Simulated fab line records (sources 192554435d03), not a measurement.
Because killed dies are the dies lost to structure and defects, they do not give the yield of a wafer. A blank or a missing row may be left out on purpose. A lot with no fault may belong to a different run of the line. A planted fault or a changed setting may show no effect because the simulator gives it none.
fab line records | flow n5Finfet
record lots=6 wafers=18 lastDay=17
route steps=1938 shown BEOL_M0_CUTY@704 BEOL_M0@715 BEOL_M4@1111 PASSIVATION@1936
lots untouched by any fault: they come from a run of this same line in which no faults occurred
startH: the number of hours between the record's first day and the start of the first shown wafer of the lot | waitH: how many hours have passed since the lot's step before this one | " as in the row above | L1.1+2: one row covering several wafers at once | - no value, or no start was given | * or withheld: withheld | < > ~ a bound
route shown NAME@n: NAME is a module with steps in the file, n the number in the route of the first one | usual: average and standard deviation across the fault-free wafers | same: alike in all rows | chamber/n: place in a boat | sites: each site's reading | _std_site: the standard deviation of these | _edge_site: inner sites' mean taken away from outer sites' mean | radiusMm: for every site, how far away it sits from the centre of the wafer | mask NAME#n: copy n | behind: the most recent tool/chamber to have shaped the wafer | hold: why the lot was held/for how many hours/how that ended | device: the n, p or np transistor that did not switch | end of line: the tests these same wafers got at the end of their route | step lacking rows: just its recipe | killed: dies that structure and defects cost at the first sort, which is not the same as the wafer's yield | map: a wafer's dies, x killed, . not, _ none there
set.NAME: the setting as run; set.NAME@STEP: as run at that earlier step | model.NAME: the simulator's own value behind a step, which no gauge read
lots seen at some steps along the route; tables by step, rows by wafer
services: from which hour (startH, from the record's first day; less than 0 if before it) a tool's chamber was out of use, for how many hours, and why
## steps
# step N5_BEOL_M0_CUTY_SOFTBAKE_53
# recipe tempC=110 timeS=60 resist=CAR-ArF-block
# step N5_BEOL_M0_CUTY_EXPOSE_54
# recipe maskId=M0_ABLK na=1.35 sourceShape=conventional sigmaOuter=0.8 polarization=unpolarized doseMj=36
# step N5_BEOL_M0_CUTY_PEB_55
# recipe pebTempC=110 pebTimeS=60 resist=CAR-ArF-block
# step N5_BEOL_M0_CUTY_DEVELOP_56
# recipe developTimeS=30 developer=TMAH resist=CAR-ArF-block rinseLiquid=diw dry=airSpin devTempC=23
# step N5_BEOL_M0_CUTY_CD_MEAS_57
# recipe targetCdNm=200 landingEnergyEv=500 detector=seInlens polarity=line
# usual cdNm=201.0/1
# columns lot.wafer tool chamber startH waitH cdNm
L542.1 cdSem-01 0 119.77 - 201.1
L542.3 " 0 " " 201.5
L542.5 " 0 " " 200.7
L548.1 cdSem-03 0 155.97 - 199.7
L548.2 " 0 " " 199.4
L548.6 " 0 " " 199.2
L550.2 cdSem-01 0 170.42 - 199.8
L550.3 " 0 " " 198.3
L550.4 " 0 " " 199.9
L551.2 cdSem-02 0 170.92 - 201.1
L551.4 " 0 " " 201.8
L551.5 " 0 " " 201.7
L552.3 cdSem-02 0 180.39 - 200.7
L552.4 " 0 " " 200.8
L552.5 " 0 " " 201.5
L558.1 cdSem-01 0 212.47 - 199.9
L558.2 " 0 " " 199.0
L558.4 " 0 " " 200.6
# step N5_BEOL_M0_CUTY_OVL_MEAS_58
# recipe pointsPerWafer=44
# usual M0_ABLK_OVL=-0.6/0.71
# columns lot.wafer tool chamber startH waitH M0_ABLK_OVL[nm]
L542.1 overlay-01 0 119.80 0.0 -0.5
L542.3 " 0 " " -0.6
L542.5 " 0 " " 0.2
L548.1 overlay-01 0 156.00 0.0 -1.2
L548.2 " 0 " " -0.3
L548.6 " 0 " " -0.7
L550.2 overlay-02 0 170.45 0.0 0.4
L550.3 " 0 " " 0.2
L550.4 " 0 " " -0.9
L551.2 overlay-01 0 170.95 0.0 -0.1
L551.4 " 0 " " -0.3
L551.5 " 0 " " -0.4
L552.3 overlay-02 0 180.41 0.0 -0.8
L552.4 " 0 " " 0.9
L552.5 " 0 " " 0.0
L558.1 overlay-01 0 212.50 0.0 -1.2
L558.2 " 0 " " -0.1
L558.4 " 0 " " -0.1
# step N5_BEOL_M0_CUTY_INSPECT_59
# recipe mode=adi inspectInstrument=macro
# usual rawDefectCount=2.1/1.6
# columns lot.wafer tool chamber startH waitH rawDefectCount
L542.1 defectInspect-01 - 119.83 0.0 4
L542.3 " - " " 2
L542.5 " - " " 4
L548.1 defectInspect-02 - 156.02 0.0 1
L548.2 " - " " 1
L548.6 " - " " 2
L550.2 defectInspect-02 - 170.47 0.0 4
L550.3 " - " " 3
L550.4 " - " " 5
L551.2 defectInspect-02 - 170.98 0.0 1
L551.4 " - " " 0
L551.5 " - " " 2
L552.3 defectInspect-01 - 180.44 0.0 0
L552.4 " - " " 2
L552.5 " - " " 3
L558.1 defectInspect-02 - 212.53 0.0 2
L558.2 " - " " 2
L558.4 " - " " 5
# step N5_BEOL_M0_CUTY_DESCUM_61
# recipe chemistry=O2 timeS=7.9 sourcePowerW=50 biasPowerW=20 pressureMtorr=20 rfFrequencyHz=2.712e+07 tempC=40 resist=CAR-ArF-block o2FlowSccm=225
# usual drypumpMotorCurrentA=5.7/0.39 oesProductAu=0.78/0.084 rfFwdPowerW=49.36/0.25 rfVppV=243.2/1.5 showerheadPlenumPTorr=2.09/0.087 throttleValvePct=20.32/0.19
# columns lot.wafer tool chamber startH waitH drypumpMotorCurrentA oesProductAu rfFwdPowerW rfHoursCounterH rfVppV showerheadPlenumPTorr throttleValvePct
L542.1 rieDiel-02 0 119.86 0.0 5.3 0.74 49.13 165 242.7 2.08 20.19
L542.3 " 2 " " 5.9 0.70 49.05 204 242.5 1.98 20.62
L542.5 " 1 " " 5.7 0.80 48.94 - 240.7 2.01 20.24
L548.1 rieDiel-02 0 156.10 0.1 5.3 0.73 48.88 178 243.3 2.08 20.21
L548.2 " 3 " " 5.7 0.69 49.59 226 243.5 2.16 20.28
L548.6 " 3 " " 5.7 0.68 49.67 - 244.4 2.16 20.26
L550.2 rieDiel-02 0 170.51 0.0 5.3 0.74 48.95 182 243.3 2.07 20.22
L550.3 " 3 " " 5.7 0.69 49.84 230 244.9 2.15 20.27
L550.4 " 1 " " 5.7 0.79 49.05 129 242.9 2.01 20.28
L551.2 rieDiel-04 0 171.01 0.0 5.7 0.95 49.67 13 245.2 2.22 20.09
L551.4 " 1 " " 6.4 0.70 49.50 231 242.7 2.13 20.48
L551.5 " 0 " " 5.7 0.95 49.78 - 244.7 2.22 20.09
L552.3 rieDiel-04 0 180.47 0.0 5.7 0.94 49.61 17 246.3 2.22 20.09
L552.4 " 2 " " 5.7 0.84 49.47 - 241.1 2.04 20.14
L552.5 " 0 " " 5.7 0.94 49.61 - 244.9 2.22 20.11
L558.1 rieDiel-02 0 212.56 0.0 5.3 0.72 48.67 195 241.8 2.07 20.24
L558.2 " 2 " " 5.9 0.68 49.20 235 239.9 1.97 20.67
L558.4 " 1 " " 5.7 0.77 49.30 144 241.4 2.00 20.29
# step N5_BEOL_M0_CUTY_ETCH_62
# recipe chemistry=CF4 target=SiARC maskMaterial=CAR-ArF-block timeS=58.5 ionEnergyEv=80 pressureMtorr=40 sourceW=545 biasW=36 Ar_flow_sccm=100 cf4FlowSccm=100 ends=cleared
# usual drypumpMotorCurrentA=5.7/0.39 etchRfOnTimeS=58.5/1.1 oesProductAu=0.66/0.07 rfFwdPowerW=537/3 rfVppV=184.1/1.2 showerheadPlenumPTorr=2.15/0.081 throttleValvePct=15.58/0.2
# columns lot.wafer tool chamber startH waitH drypumpMotorCurrentA etchRfOnTimeS oesProductAu rfFwdPowerW rfHoursCounterH rfVppV showerheadPlenumPTorr throttleValvePct
L542.1 rieDiel-02 0 119.89 0.0 5.3 57.3 0.64 533 165 184.1 2.15 15.53
L542.3 " 2 " " 5.9 58.9 0.60 536 204 183.0 2.04 15.90
L542.5 " 1 " " 5.6 57.2 0.68 533 - 184.3 2.08 15.45
L548.1 rieDiel-02 0 156.14 0.0 5.3 57.6 0.64 534 178 182.9 2.15 15.56
L548.2 " 3 " " 5.6 58.6 0.60 540 226 185.3 2.22 15.57
L548.6 " 3 " " 5.6 59.0 0.60 542 - 184.4 2.22 15.57
L550.2 rieDiel-02 0 170.54 0.0 5.3 57.0 0.64 533 182 184.4 2.15 15.59
L550.3 " 3 " " 5.7 59.0 0.60 539 230 184.9 2.21 15.59
L550.4 " 1 " " 5.6 57.9 0.67 531 129 181.5 2.07 15.48
L551.2 rieDiel-04 0 171.05 0.0 5.7 58.2 0.81 540 13 185.6 2.27 15.29
L551.4 " 1 " " 6.4 60.6 0.60 537 231 184.8 2.19 15.85
L551.5 " 0 " " 5.7 58.9 0.80 539 - 185.1 2.27 15.29
L552.3 rieDiel-04 0 180.51 0.0 5.7 57.3 0.81 538 17 185.2 2.27 15.29
L552.4 " 2 " " 5.7 58.2 0.72 536 - 183.5 2.10 15.44
L552.5 " 0 " " 5.7 57.4 0.81 539 - 184.3 2.27 15.29
L558.1 rieDiel-02 0 212.60 0.0 5.3 57.1 0.63 534 195 183.0 2.14 15.60
L558.2 " 2 " " 5.9 60.1 0.58 539 235 183.7 2.03 15.96
L558.4 " 1 " " 5.6 58.3 0.66 533 144 184.3 2.07 15.51
# step N5_BEOL_M0_CUTY_ETCH_63
# recipe chemistry=N2/H2 target=SOC targetDepthA=827 overetchA=165 maskMaterial=SiARC tempC=40 ionEnergyEv=200 timeS=124 pressureMtorr=30 sourceW=840 biasW=150 n2FlowSccm=200 h2FlowSccm=200
# usual drypumpMotorCurrentA=5.7/0.39 h2FlowSccm=200.1/0.62 n2FlowSccm=200.0/0.61 oesProductAu=0.64/0.064 rfFwdPowerW=836.5/2.7 rfVppV=524.0/3 showerheadPlenumPTorr=2.55/0.11 throttleValvePct=17.80/0.2
# columns lot.wafer tool chamber startH waitH drypumpMotorCurrentA h2FlowSccm n2FlowSccm oesProductAu rfFwdPowerW rfHoursCounterH rfVppV showerheadPlenumPTorr throttleValvePct
L542.1 rieDiel-02 0 119.94 0.0 5.3 201.1 200.5 0.61 833.3 165 524.8 2.53 17.64
L542.3 " 2 " " 5.9 201.0 200.0 0.58 835.4 204 521.7 2.42 18.16
L542.5 " 1 " " 5.6 200.9 199.4 0.66 836.2 - 520.8 2.46 17.69
L548.1 rieDiel-02 0 156.19 0.0 5.3 199.3 199.1 0.61 831.6 178 524.6 2.52 17.65
L548.2 " 3 " " 5.7 199.4 200.0 0.57 834.6 226 525.7 2.63 17.84
L548.6 " 3 " " 5.7 201.5 199.9 0.57 835.5 - 526.6 2.63 17.84
L550.2 rieDiel-02 0 170.59 0.0 5.3 199.8 200.6 0.60 830.3 182 522.6 2.52 17.67
L550.3 " 3 " " 5.6 200.2 200.0 0.57 841.1 230 525.2 2.63 17.86
L550.4 " 1 " " 5.6 200.7 199.6 0.64 838.3 129 520.7 2.45 17.69
L551.2 rieDiel-04 0 171.09 0.0 5.7 200.8 199.0 0.78 839.3 13 528.1 2.72 17.67
L551.4 " 1 " " 6.4 200.1 199.1 0.59 835.6 231 526.2 2.60 17.95
L551.5 " 0 " " 5.7 200.7 200.5 0.78 839.5 - 528.3 2.72 17.68
L552.3 rieDiel-04 0 180.55 0.0 5.7 198.8 200.4 0.77 833.7 17 527.7 2.72 17.66
L552.4 " 2 " " 5.8 200.2 200.1 0.69 840.4 - 522.0 2.47 17.47
L552.5 " 0 " " 5.7 199.3 200.5 0.76 833.6 - 528.7 2.72 17.69
L558.1 rieDiel-02 0 212.64 0.0 5.3 199.9 199.3 0.60 833.2 195 523.6 2.51 17.69
L558.2 " 2 " " 6.0 200.0 200.4 0.57 838.2 235 520.4 2.41 18.21
L558.4 " 1 " " 5.7 199.7 199.6 0.63 833.3 144 520.2 2.44 17.74
# step N5_BEOL_M0_CUTY_STRIP_64
# recipe chemistry=N2/H2 tempC=40 n2FlowSccm=200 h2FlowSccm=200 rfFrequencyHz=6e+07
# step N5_BEOL_M0_ETCH_138
# recipe chemistry=CH3F/O2 targetDepthA=120 target=SiCN timeS=31.6 ionEnergyEv=120 pressureMtorr=30 sourceW=395 biasW=75 Ar_flow_sccm=150 CH3F_flow_sccm=30 O2_flow_sccm=20 ends=cleared
# usual drypumpMotorCurrentA=5.7/0.39 etchRfOnTimeS=29.2/0.87 oesProductAu=0.66/0.071 rfFwdPowerW=385.9/1.7 rfVppV=297.4/1.9 showerheadPlenumPTorr=2.01/0.079 throttleValvePct=16.28/0.2
# columns lot.wafer tool chamber startH waitH drypumpMotorCurrentA etchRfOnTimeS oesProductAu rfFwdPowerW rfHoursCounterH rfVppV showerheadPlenumPTorr throttleValvePct
L542.1 rieDiel-02 0 120.06 0.0 5.3 28.9 0.64 384.5 165 297.4 2.01 16.19
L542.3 " 2 " " 5.9 28.6 0.60 385.2 204 293.5 1.90 16.60
L542.5 " 1 " " 5.7 28.2 0.69 385.2 - 295.7 1.94 16.20
L548.1 rieDiel-02 0 156.31 0.0 5.3 28.9 0.63 385.0 178 296.3 2.00 16.22
L548.2 " 3 " " 5.6 28.7 0.59 386.8 226 299.4 2.07 16.28
L548.6 " 3 " " 5.6 30.6 0.59 389.7 - 298.8 2.07 16.27
L550.2 rieDiel-02 0 170.71 0.0 5.3 29.1 0.63 386.0 182 298.6 2.00 16.24
L550.3 " 3 " " 5.7 30.1 0.59 388.0 230 297.4 2.07 16.28
L550.4 " 1 " " 5.7 28.8 0.68 385.6 129 295.8 1.94 16.21
L551.2 rieDiel-04 0 171.22 0.0 5.7 29.8 0.82 386.8 13 299.5 2.12 15.94
L551.4 " 1 " " 6.4 29.9 0.60 388.1 231 298.3 2.05 16.53
L551.5 " 0 " " 5.7 30.4 0.82 386.5 - 301.1 2.12 15.93
L552.3 rieDiel-04 0 180.68 0.0 5.7 28.8 0.80 386.1 17 299.5 2.12 15.95
L552.4 " 2 " " 5.7 29.7 0.71 384.9 - 298.1 1.96 16.18
L552.5 " 0 " " 5.7 29.4 0.81 384.9 - 298.1 2.12 15.95
L558.1 rieDiel-02 0 212.77 0.0 5.3 29.1 0.63 388.4 195 296.7 2.00 16.29
L558.2 " 2 " " 6.0 30.3 0.58 383.0 235 295.9 1.89 16.66
L558.4 " 1 " " 5.6 29.2 0.66 384.0 144 294.7 1.93 16.25
# step N5_BEOL_M0_HM_OPEN_105
# recipe chemistry=Cl2/BCl3 targetDepthA=120 target=TiN ionEnergyEv=150 pressureMtorr=10 icpW=1000 biasW=126 Cl2_flow_sccm=53.25 bcl3FlowSccm=21.75 Ar_flow_sccm=25
# usual drypumpMotorCurrentA=5.6/0.33 oesProductAu=0.75/0.1 rfFwdPowerW=996/3.1 throttleValvePct=21.96/0.2
# columns lot.wafer tool chamber startH waitH drypumpMotorCurrentA oesProductAu rfFwdPowerW rfHoursCounterH throttleValvePct model.etch.depthNm
L542.1 rieMetal-02 0 122.03 1.9 5.1 0.86 1000 13 21.71 11.6
L542.3 " 0 " " 5.1 0.86 997 - 21.70 11.58
L542.5 " 1 " " 5.5 0.69 999 - 21.72 11.59
L548.1 rieMetal-02 1 158.58 2.2 5.5 0.68 996 84 21.73 11.55
L548.2 " 0 " " 5.1 0.85 1000 17 21.72 11.65
L548.6 " 1 " " 5.6 0.68 1003 - 21.73 11.64
L551.2 rieMetal-01 0 171.72 0.5 6.0 0.60 993 116 22.07 11.54
L551.4 " 0 " " 6.0 0.60 994 - 22.06 11.69
L551.5 " 0 " " 6.0 0.61 994 - 22.05 11.68
L550.2 rieMetal-02 1 171.79 1.0 5.6 0.68 994 85 21.73 11.62
L550.3 " 1 " " 5.5 0.67 998 - 21.75 11.51
L550.4 " 0 " " 5.2 0.88 1002 - 21.66 12.51
L552.3 rieMetal-02 0 181.09 0.4 5.2 0.88 993 - 21.66 12.61
L552.4 " 1 " " 5.5 0.67 997 - 21.74 11.48
L552.5 " 0 " " 5.2 0.87 997 - 21.68 12.44
L558.1 rieMetal-01 1 214.80 2.0 5.2 0.71 1002 72 22.26 12.04
L558.2 " 0 " " 6.0 0.60 993 120 22.05 11.82
L558.4 " 0 " " 6.0 0.60 990 - 22.07 11.85
# step N5_BEOL_M0_STRIP_140
# recipe chemistry=CF4 resist=SiARC powerW=300 biasPowerW=75 pressureMtorr=50 cf4FlowSccm=150 rfFrequencyHz=6e+07
# usual drypumpMotorCurrentA=5.7/0.36 oesProductAu=0.78/0.082 rfFwdPowerW=292.5/0.91 rfVppV=271.3/1.8 showerheadPlenumPTorr=1.80/0.065 throttleValvePct=13.51/0.22
# columns lot.wafer tool chamber startH waitH drypumpMotorCurrentA oesProductAu rfFwdPowerW rfHoursCounterH rfVppV showerheadPlenumPTorr throttleValvePct
L542.1 rieDiel-01 0 122.32 0.2 4.9 0.74 293.4 174 271.6 1.78 13.61
L542.3 " 3 " " 4.9 0.87 292.3 35 273.1 1.90 13.24
L542.5 " 3 " " 4.9 0.87 291.9 - 272.6 1.90 13.25
L548.1 rieDiel-04 3 158.75 0.1 5.8 0.75 290.9 149 272.3 1.79 13.49
L548.2 " 1 " " 6.4 0.70 290.5 227 272.8 1.83 13.84
L548.6 " 0 " " 5.7 0.95 292.2 - 273.5 1.91 13.26
L551.2 rieDiel-01 1 171.95 0.2 5.3 0.69 292.3 243 270.0 1.78 13.94
L551.4 " 3 " " 4.9 0.84 292.4 52 274.4 1.89 13.29
L551.5 " 1 " " 5.3 0.68 292.4 - 269.7 1.78 13.93
L550.2 rieDiel-02 1 171.97 0.1 5.6 0.78 292.8 130 270.0 1.73 13.44
L550.3 " 2 " " 5.9 0.69 292.6 220 270.7 1.70 13.93
L550.4 " 3 " " 5.6 0.68 292.3 230 273.5 1.85 13.59
L552.3 rieDiel-04 3 181.28 0.1 5.8 0.73 292.1 158 270.7 1.79 13.48
L552.4 " 3 " " 5.8 0.73 292.5 - 270.4 1.79 13.51
L552.5 " 2 " " 5.7 0.83 290.8 - 271.0 1.75 13.42
L558.1 rieDiel-02 1 214.97 0.1 5.7 0.77 292.2 144 270.6 1.73 13.47
L558.2 " 3 " " 5.6 0.69 292.8 245 273.2 1.85 13.65
L558.4 " 0 " " 5.3 0.72 293.5 196 269.5 1.80 13.60
# step N5_BEOL_M4_RC_MEAS_101
# usual DIBL_N=36.7/1.8 DIBL_P=37.0/2.4 IOFF_N=0.17/0.036 IOFF_P=0.22/0.042 ION_N=673/12 ION_P=462/8.5 SS_N=71.7/0.62 SS_P=73.4/0.65 VT_N=250/3.7 VT_P=-250/3.7
# columns lot.wafer tool chamber startH waitH DIBL_N[mV/V] DIBL_P[mV/V] IOFF_N[nA/um] IOFF_P[nA/um] ION_N[uA/um] ION_P[uA/um] SS_N[mV/dec] SS_P[mV/dec] VT_N[mV] VT_P[mV]
L542.1 prober-02 0 188.41 0.0 39.1 40.7 0.22 0.28 691 466 72.4 74.2 246 -246
L542.3 " 0 " " 36.9 37.5 0.17 0.22 682 458 71.5 74.2 248 -248
L542.5 " 0 " " 37.7 38.7 0.18 0.22 676 456 72.0 73.9 249 -250
L548.1 prober-02 0 224.14 0.0 36.6 36.5 0.16 0.21 669 465 71.9 72.7 252 -247
L548.2 " 0 " " 34.9 35.1 0.13 0.19 663 464 71.6 73.0 250 -250
L548.6 " 0 " " 35.9 35.8 0.15 0.20 663 463 71.4 73.0 251 -251
L552.3 prober-02 0 237.34 0.3 38.8 38.6 0.19 0.24 697 470 71.6 74.8 248 -252
L552.4 " 0 " " 35.0 35.0 0.14 0.19 672 459 71.7 72.9 251 -254
L552.5 " 0 " " 37.7 38.3 0.19 0.25 701 479 72.2 74.6 247 -247
L550.2 prober-01 0 237.86 0.2 38.3 38.7 0.21 0.30 680 474 72.5 73.0 247 -242
L550.3 " 0 " " 34.6 34.8 0.15 0.23 677 479 71.1 72.4 247 -241
L550.4 " 0 " " 36.7 37.2 0.18 0.27 677 472 71.8 73.1 248 -245
L551.2 prober-01 0 239.58 0.2 34.8 34.0 0.12 0.17 664 456 71.2 72.2 255 -254
L551.4 " 0 " " 32.0 31.6 0.09 0.14 649 454 70.6 72.3 260 -257
L551.5 " 0 " " 33.1 33.1 0.09 0.16 641 447 71.2 72.4 262 -258
L558.1 prober-02 0 282.67 0.0 41.1 42.3 0.28 0.34 690 472 72.6 74.6 242 -242
L558.2 " 0 " " 37.4 39.0 0.19 0.27 685 476 71.9 73.4 242 -244
L558.4 " 0 " " 40.6 43.1 0.30 0.37 707 482 72.6 74.9 239 -240
# step N5_PASSIVATION_PROBE_49
# usual defectLimitedYield=91.1/1.4 killed_at_M0_to_M3=32/9.3 killed_at_M4_up=13/5.8 killedAtContacts=12/6.3 killedAtFrontEnd=44/12 killedAtOther=3.6/2.7 killedDies=104/17 killedOpen=69/13 killedShort=34/6.9 sort_bin_4_leakage=0.00/0.031 sort_bin_5_function=5.2/0.98 sort_bin_6_memory=3.3/0.59 sort_bin_8_speed=0.01/0.039 sortNPass=1075/17 sortYieldPct=91.1/1.4
# same grossDies=1180 killedAtBackSide=0
# columns lot.wafer tool chamber startH waitH defectLimitedYield[%] killed_at_M0_to_M3 killed_at_M4_up killedAtContacts killedAtFrontEnd killedAtOther killedDies killedOpen killedShort sort_bin_4_leakage[%] sort_bin_5_function[%] sort_bin_6_memory[%] sort_bin_8_speed[%] sortNPass sortYieldPct[%]
L548.1 prober-01 - 332.66 0.0 92.3 31 3 7 44 6 91 59 31 0 4.9 2.5 0 1089 92.3
L548.2 prober-01 - 332.71 0.1 90.8 40 13 14 34 8 109 78 29 0 5.3 3.7 0 1071 90.8
L548.6 prober-01 - 332.91 0.3 93.4 29 9 6 24 10 78 53 23 0 3.7 2.7 0 1102 93.4
L550.2 prober-02 - 340.37 0.1 90.3 45 11 11 46 2 115 76 38 0 6.7 2.8 0 1065 90.3
L550.3 prober-02 - 340.42 0.1 91.2 28 13 7 49 7 104 63 39 0 5.3 3.0 0 1076 91.2
L550.4 prober-02 - 340.47 0.2 93.6 14 9 16 33 4 76 42 33 0 3.7 2.2 0 1104 93.6
# killed by level:class
L548.1 BEOL_M3:geometricParticle:open=8 STI_FIN_REVEAL:geometricParticle:open=7 GATE_CUT:geometricParticle:short=7 BEOL_M0_SAQP:geometricParticle:open=7 FIN_SAQP:geometricParticle:open=6 BEOL_M2:geometricParticle:open=6 FIN_SAQP:geometricParticle:short=5 MOL_CONTACT_COAG:geometricParticle:open=5
L548.2 BEOL_M3:geometricParticle:open=13 MOL_CONTACT_COAG:geometricParticle:open=11 FIN_SAQP:geometricParticle:short=10 BEOL_M1:geometricParticle:open=9 FIN_SAQP:geometricParticle:open=7 BEOL_M7:geometricParticle:open=7 BEOL_M2:geometricParticle:open=5 STI_FIN_REVEAL:geometricParticle:open=4
L548.6 BEOL_M3:geometricParticle:open=8 MOL_CONTACT_COAG:geometricParticle:open=6 BEOL_M1:geometricParticle:open=6 GATE_CUT:geometricParticle:short=4 BEOL_M0_SAQP:geometricParticle:open=4 FIN_SAQP:geometricParticle:open=3 MIM_TOP_ETCH:geometricParticle:short=3 BEOL_M0_SAQP:geometricParticle:short=3
L550.2 STI_FIN_REVEAL:geometricParticle:open=14 MOL_CONTACT_COAG:geometricParticle:open=10 BEOL_M0_SAQP:geometricParticle:open=10 FIN_SAQP:geometricParticle:short=8 FIN_SAQP:geometricParticle:open=7 BEOL_M0_SAQP:geometricParticle:short=7 BEOL_M3:geometricParticle:open=7 BEOL_M2:geometricParticle:open=6
L550.3 FIN_SAQP:geometricParticle:open=11 FIN_SAQP:geometricParticle:short=11 STI_FIN_REVEAL:geometricParticle:open=9 MOL_CONTACT_COAG:geometricParticle:open=7 STI_FIN_REVEAL:geometricParticle:short=6 BEOL_M0_SAQP:geometricParticle:open=6 BEOL_M5:geometricParticle:open=5 PASS1_CAP:geometricParticle:short=5
L550.4 MOL_CONTACT_COAG:geometricParticle:open=12 FIN_SAQP:geometricParticle:open=8 FIN_SAQP:geometricParticle:short=8 MOL_CONTACT_COAG:geometricParticle:short=4 BEOL_M0_SAQP:geometricParticle:short=4 STI_FIN_REVEAL:geometricParticle:open=3 PASS1_CAP:geometricParticle:short=3 STARTING-WAFER:geometricParticle:open=3
## services
# columns tool chamber startH hours kind
rieMetal-01 0 104.25 9.5 repair
rieDiel-04 1 107.92 4.6 repair
rieDiel-04 0 112.71 - clean
rieDiel-04 0 112.71 - consumableReplace:focusRing
rieDiel-04 0 112.71 - consumableReplace:showerhead
rieDiel-04 0 112.71 17.8 scheduledDown
rieDiel-04 0 112.71 17.8 ventCycle
rieDiel-04 2 158.20 4.0 repair
rieMetal-01 - 170.38 0.4 repair
rieDiel-04 1 175.91 66.9 repair
rieDiel-01 1 192.52 - clean
rieDiel-01 1 192.52 - consumableReplace:focusRing
## key
firstSign none at tools or gauges
modelEffect step=N5_BEOL_M0_HM_OPEN_105 value=etch.depthNm without=11.64 struck=12.52
metAt N5_BEOL_M0_HM_OPEN_105
struckWafers L550.4,L552.3,L552.5
onsetBetween 158.58 171.79
fault kind=processParameterDrift tool=rieMetal-02 chamber=0 onsetH=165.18 steps=N5_BEOL_M0_HM_OPEN_105 channel=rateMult offset=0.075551 shape=step endH=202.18
